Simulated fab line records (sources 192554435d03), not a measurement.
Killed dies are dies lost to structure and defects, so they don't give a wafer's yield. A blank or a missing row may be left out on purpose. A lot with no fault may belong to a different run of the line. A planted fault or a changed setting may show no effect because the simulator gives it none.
Chamber matching | flow n5-finfet | ald-sin-03 running N5_SPACER0_ALD_00: 4 sister chambers
The step deposits SiOCN, target thk 3.5 nm, pulse time 3 s, purge time 2 s. 18 wafers are shown with their chamber, then 9 later ones without.

EACH WAFER AND ITS CHAMBER
wafer  | chamber | heater-power-w (W) | precursor-pulse-height-rel
L074.2 | 3       | 867                | 1.012
L074.5 | 3       | 881                | 0.978
L074.6 | 2       | 846                | 1.023
L076.1 | 2       | 849                | 0.994
L076.4 | 1       | 784                | 1.009
L076.6 | 2       | 841                | 0.993
L083.1 | 2       | 816                | 0.982
L083.2 | 3       | 829                | 0.980
L083.3 | 1       | 814                | 1.007
L083.4 | 0       | 746                | 0.997
L083.5 | 1       | 788                | 1.009
L083.6 | 2       | 850                | 0.993
L086.3 | 0       | 770                | 1.035
L086.4 | 1       | 792                | 0.978
L086.6 | 0       | 751                | 0.994
L087.1 | 1       | 803                | 1.016
L087.2 | 3       | 830                | 0.998
L087.3 | 0       | 755                | 0.996

SIGNATURES, as means of the wafers listed above
reading                    | chamber 0 | chamber 1 | chamber 2 | chamber 3 | scatter within a chamber
heater-power-w             | 755.50    | 796.20    | 840.40    | 851.75    | 16.5
precursor-pulse-height-rel | 1.00550   | 1.00380   | 0.99700   | 0.99200   | 0.0164
Rule: for each reading, subtract the chamber's mean from the wafer's reading, divide by that reading's scatter and square the result; add these up over the readings and take the root, which gives the wafer's distance from the chamber. If the next closest chamber is less than 2 further off than the closest, the wafer can't be placed; otherwise it belongs to the closest. How the scatter is found: for the shown wafers, subtract from each reading the mean of its chamber, square and add these, divide the total by (wafers less chambers), then take the root.

WAFERS MISSING THEIR CHAMBER
wafer  | heater-power-w (W) | precursor-pulse-height-rel
L087.4 | 826                | 1.002
L087.5 | 794                | 1.000
L087.6 | 767                | 0.988
L096.2 | 844                | 1.016
L096.3 | 820                | 1.043
L096.5 | 828                | 0.978
L097.1 | 749                | 1.039
L097.2 | 828                | 1.007
L097.3 | 842                | 0.966

EACH ONE'S CHAMBER
wafer  | from the rows above               | in truth
L087.4 | can't be placed: 2 or 3 or 1      | 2
L087.5 | 1                                 | 1
L087.6 | can't be placed: 0 or 1           | 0
L096.2 | can't be placed: 2 or 3 or 1      | 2
L096.3 | can't be placed: 1 or 2 or 3 or 0 | 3
L096.5 | can't be placed: 2 or 3 or 1      | 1
L097.1 | can't be placed: 0 or 1           | 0
L097.2 | can't be placed: 2 or 3 or 1      | 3
L097.3 | can't be placed: 3 or 2 or 1      | 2
Placed correctly: 1 of 9. Unplaceable from these rows: 8, with the true chamber sitting among the candidates in 8. Placed wrongly: 0.
